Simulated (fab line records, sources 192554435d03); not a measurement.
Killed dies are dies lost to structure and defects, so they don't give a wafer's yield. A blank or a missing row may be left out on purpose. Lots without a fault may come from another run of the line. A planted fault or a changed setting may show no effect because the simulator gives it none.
Split-lot experiment | flow n5_finfet | 7 lots, 39 wafers read, on a route of 1938 steps

THE SPLIT
At N5_DUMMY_GATE_ETCH_31 (etches SiO2 in C4F6/O2, target depth 82.5 nm, time 27.5 s), the setting target_depth_a was moved away from the recipe's 825 angstrom on 15 of the 39 wafers read, by -58.6% to +58.7%. The other wafers ran this setting at the recipe's value.

The reading is taken at the split's own step.

THE READING
SOC_of_DUMMY_GATE_COAT_34.thk_nm (the simulator's own value, which no gauge read), in nm, at N5_DUMMY_GATE_ETCH_31 (etches SiO2 in C4F6/O2, target depth 82.5 nm, time 27.5 s). The file gives no usual value for it. The 24 wafers here that ran the recipe average 51.7 nm, standard deviation 0.28 nm.

wafer  | tool, chamber at the split | target_depth_a as run, angstrom | against the recipe | SOC_of_DUMMY_GATE_COAT_34.thk_nm, nm | against lot-mates on the recipe
L076.1 | rie_diel-03, 3             | 825                             | recipe             | 51.4                                 | -
L076.2 | rie_diel-03, 0             | 825                             | recipe             | 51.6                                 | -
L076.3 | rie_diel-03, 2             | 825                             | recipe             | 51.2                                 | -
L076.4 | rie_diel-03, 2             | 825                             | recipe             | 51.4                                 | -
L076.5 | rie_diel-03, 3             | 825                             | recipe             | 51.4                                 | -
L076.6 | rie_diel-03, 0             | 825                             | recipe             | 51.6                                 | -
L080.3 | rie_diel-05, 2             | 825                             | recipe             | 51.6                                 | -
L080.4 | rie_diel-05, 3             | 825                             | recipe             | 51.6                                 | -
L080.5 | rie_diel-05, 2             | 825                             | recipe             | 51.6                                 | -
L082.1 | rie_diel-05, 3             | 608.2                           | -26.3%             | 54                                   | +2.2
L082.2 | rie_diel-05, 1             | 608.2                           | -26.3%             | 54                                   | +2.2
L082.3 | rie_diel-05, 0             | 825                             | recipe             | 51.6                                 | -
L082.4 | rie_diel-05, 2             | 608.2                           | -26.3%             | 54                                   | +2.2
L082.5 | rie_diel-05, 0             | 825                             | recipe             | 51.8                                 | -
L082.6 | rie_diel-05, 1             | 825                             | recipe             | 52                                   | -
L084.1 | rie_diel-05, 0             | 1245                            | +50.9%             | 47.6                                 | -4.3
L084.2 | rie_diel-05, 1             | 825                             | recipe             | 52.2                                 | -
L084.3 | rie_diel-05, 2             | 825                             | recipe             | 51.6                                 | -
L084.4 | rie_diel-05, 1             | 825                             | recipe             | 52                                   | -
L084.5 | rie_diel-05, 2             | 1245                            | +50.9%             | 47.6                                 | -4.3
L084.6 | rie_diel-05, 0             | 1245                            | +50.9%             | 47.4                                 | -4.5
L085.1 | rie_diel-03, 3             | 825                             | recipe             | 51.4                                 | -
L085.2 | rie_diel-03, 0             | 825                             | recipe             | 51.4                                 | -
L085.3 | rie_diel-03, 2             | 825                             | recipe             | 51.2                                 | -
L085.4 | rie_diel-03, 1             | 1187                            | +43.9%             | 47.8                                 | -3.5
L085.5 | rie_diel-03, 0             | 1187                            | +43.9%             | 47.8                                 | -3.5
L085.6 | rie_diel-03, 3             | 1187                            | +43.9%             | 48                                   | -3.3
L088.1 | rie_diel-01, 1             | 825                             | recipe             | 52                                   | -
L088.2 | rie_diel-01, 3             | 341.6                           | -58.6%             | 56.6                                 | +4.7
L088.3 | rie_diel-01, 0             | 825                             | recipe             | 51.6                                 | -
L088.4 | rie_diel-01, 2             | 341.6                           | -58.6%             | 56.6                                 | +4.7
L088.5 | rie_diel-01, 1             | 825                             | recipe             | 52                                   | -
L088.6 | rie_diel-01, 0             | 341.6                           | -58.6%             | 56.6                                 | +4.7
L090.1 | rie_diel-05, 0             | 1309                            | +58.7%             | 47                                   | -4.9
L090.2 | rie_diel-05, 3             | 1309                            | +58.7%             | 46.2                                 | -5.7
L090.3 | rie_diel-05, 2             | 825                             | recipe             | 51.8                                 | -
L090.4 | rie_diel-05, 1             | 1309                            | +58.7%             | 47.8                                 | -4.1
L090.5 | rie_diel-05, 2             | 825                             | recipe             | 51.8                                 | -
L090.6 | rie_diel-05, 1             | 825                             | recipe             | 52.2                                 | -

THE FIT
A straight line over all 39 wafers: SOC_of_DUMMY_GATE_COAT_34.thk_nm changes by -0.083 nm for each +1% of target_depth_a; r = -0.99; the points scatter about the line by 0.31 nm.
The same after taking each lot's own level away (the mean of its wafers on the recipe; 39 wafers): -0.0827 nm for each +1%; r = -1.00; scatter 0.24 nm.
On that fit, the largest move of target_depth_a shifts the reading by 4.9 nm.
The lots' own levels span 51.33 to 51.93 nm, that is 2.1 times the standard deviation above.
So the lot-to-lot level changes the slope little: the two slopes agree.
Check: with one of the wafers moved furthest among these (+58.7%) left out of the fit, the line predicts -4.86 nm for it against its lot-mates. It came out at -4.93 nm against them.

OTHER SPLITS ON THESE WAFERS
These wafers also went through other splits before the reading. Each is held against what the fit with the lots' levels taken away leaves over:
other split on the same wafers | wafers away from the commonest value | r with SOC_of_DUMMY_GATE_COAT_34.thk_nm (lot level and that fit taken away)
N5_DUMMY_GATE_HM_DEP_06 time_s | 30                                   | +0.03

THE WHOLE CHAIN: every reading that the file lists as answering this split, in the file's order
step                  | what it does                                              | reading                                                                           | change (the file's fit)                | r (the file's)
N5_DUMMY_GATE_ETCH_31 | etches SiO2 in C4F6/O2, target depth 82.5 nm, time 27.5 s | etch.depth_nm (the simulator's own value, which no gauge read)                    | +0.833 nm for each +1% of the setting  | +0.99
N5_DUMMY_GATE_ETCH_31 | etches SiO2 in C4F6/O2, target depth 82.5 nm, time 27.5 s | SOC_of_DUMMY_GATE_COAT_34.thk_nm (the simulator's own value, which no gauge read) | -0.0828 nm for each +1% of the setting | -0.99

THE FILE'S OWN FIT
SOC_of_DUMMY_GATE_COAT_34.thk_nm changes by -0.0828 nm for each +1% of target_depth_a, r = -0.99.
